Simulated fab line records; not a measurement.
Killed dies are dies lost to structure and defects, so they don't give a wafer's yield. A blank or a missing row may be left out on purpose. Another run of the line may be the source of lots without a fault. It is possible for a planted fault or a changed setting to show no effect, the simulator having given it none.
Which of the tools did it? :: flow nand_harc :: 12 lots, 36 wafers sampled, at 3 steps of a route of 1159

## WHAT THE GAUGES SHOWED, per wafer
NHARC_A_M0_OVL_MEAS_10: pitch 160 nm.
lot: L075
measured: day 17 17:59
on: overlay-01
overlay_x_nm (nm): -0.4 -0.3 0.1

lot: L079
measured: day 18 02:18
on: overlay-02
overlay_x_nm (nm): -1.0 -0.5 -0.6

lot: L078
measured: day 18 21:31
on: overlay-01
overlay_x_nm (nm): -1.1 -1.0 -1.7

lot: L080
measured: day 19 05:06
on: overlay-02
overlay_x_nm (nm): 0.6 0.5 0.2

lot: L081
measured: day 19 17:35
on: overlay-01
overlay_x_nm (nm): 0.2 -0.1 -0.7

lot: L087
measured: day 20 06:19
on: overlay-02
overlay_x_nm (nm): 0.4 0.6 0.1

lot: L085
measured: day 21 12:28
on: overlay-02
overlay_x_nm (nm): -1.1 -0.4 -0.9

lot: L089
measured: day 21 13:57
on: overlay-02
overlay_x_nm (nm): 1.0 0.5 0.7

lot: L092
measured: day 21 22:22
on: overlay-02
overlay_x_nm (nm): 0.4 -0.1 -0.6

lot: L095
measured: day 22 12:24
on: overlay-01
overlay_x_nm (nm): 1.2 0.3 1.3

lot: L093
measured: day 22 23:47
on: overlay-01
overlay_x_nm (nm): 0.2 0.1 0.1

lot: L097
measured: day 23 07:59
on: overlay-02
overlay_x_nm (nm): 0.7 0.7 1.2

## WHICH TOOL RAN EACH LOT (tool, then ch and the chambers of the sampled wafers, then the start)
lot: L075
NHARC_A_CONTACT_ETCH_106: rie_diel-08 ch 1,2,3, day 16 21:50
NHARC_A_BLC_ETCH_18: rie_diel-04 ch 0,2, day 17 17:59 or earlier

lot: L079
NHARC_A_CONTACT_ETCH_106: rie_diel-08 ch 1,3, day 17 13:34
NHARC_A_BLC_ETCH_18: rie_diel-04 ch 0,2,3, day 18 02:18 or earlier

lot: L078
NHARC_A_CONTACT_ETCH_106: rie_diel-08 ch 0,1,3, day 18 01:37
NHARC_A_BLC_ETCH_18: rie_diel-04 ch 0,2,3, day 18 21:31 or earlier

lot: L080
NHARC_A_CONTACT_ETCH_106: rie_diel-08 ch 0,1,2, day 18 13:38
NHARC_A_BLC_ETCH_18: rie_diel-04 ch 0,1,2, day 19 05:06 or earlier

lot: L081
NHARC_A_CONTACT_ETCH_106: rie_diel-13 ch 1,2, day 19 02:44
NHARC_A_BLC_ETCH_18: rie_diel-02 ch 0,3, day 19 17:35 or earlier

lot: L087
NHARC_A_CONTACT_ETCH_106: rie_diel-08 ch 1,3, day 19 12:45
NHARC_A_BLC_ETCH_18: rie_diel-04 ch 0,2,3, day 20 06:19 or earlier

lot: L085
NHARC_A_CONTACT_ETCH_106: rie_diel-07 ch 0,1,3, day 20 06:39
NHARC_A_BLC_ETCH_18: rie_diel-02 ch 1,2, day 21 12:28 or earlier

lot: L089
NHARC_A_CONTACT_ETCH_106: rie_diel-07 ch 0,1,3, day 20 11:22
NHARC_A_BLC_ETCH_18: rie_diel-04 ch 1,2,3, day 21 13:57 or earlier

lot: L092
NHARC_A_CONTACT_ETCH_106: rie_diel-07 ch 0,1,3, day 20 19:28
NHARC_A_BLC_ETCH_18: rie_diel-06 ch 2,3, day 21 16:08

lot: L095
NHARC_A_CONTACT_ETCH_106: rie_diel-07 ch 0,1,2, day 21 21:07
NHARC_A_BLC_ETCH_18: rie_diel-04 ch 0,2,3, day 22 12:24 or earlier

lot: L093
NHARC_A_CONTACT_ETCH_106: rie_diel-08 ch 0,1,3, day 22 05:12
NHARC_A_BLC_ETCH_18: rie_diel-04 ch 1,2, day 22 23:47 or earlier

lot: L097
NHARC_A_CONTACT_ETCH_106: rie_diel-08 ch 1,2,3, day 22 11:04
NHARC_A_BLC_ETCH_18: rie_diel-06 ch 2,3, day 23 07:59 or earlier
- NHARC_A_CONTACT_ETCH_106: etches the open film in CF4/O2, target depth 60 nm, overetch 6 nm, time 33 s.
- NHARC_A_BLC_ETCH_18: etches the open film in C4F8/O2/Ar, target depth 910 nm.

## THE ANSWER, worked out from the rows above alone
Rule: usual is defined by the lots themselves. Put in order of their means at a reading, lots are off if they are a third of the lots or fewer, leave a main group of 4 or more, and stand apart from it by a gap of 3 or more times the standard deviation of the main group's means; of several such gaps the widest counts. If all means in a main group match to the digits the tables above print for the reading, that group is not used. Also off: a lot with no number at a reading for which 4 or more lots have one. Any other lot the step has rows for is counted as sound.
No lot is off at any reading shown: from this, nothing can be told.

## WHAT THE SIMULATOR HAD INSERTED
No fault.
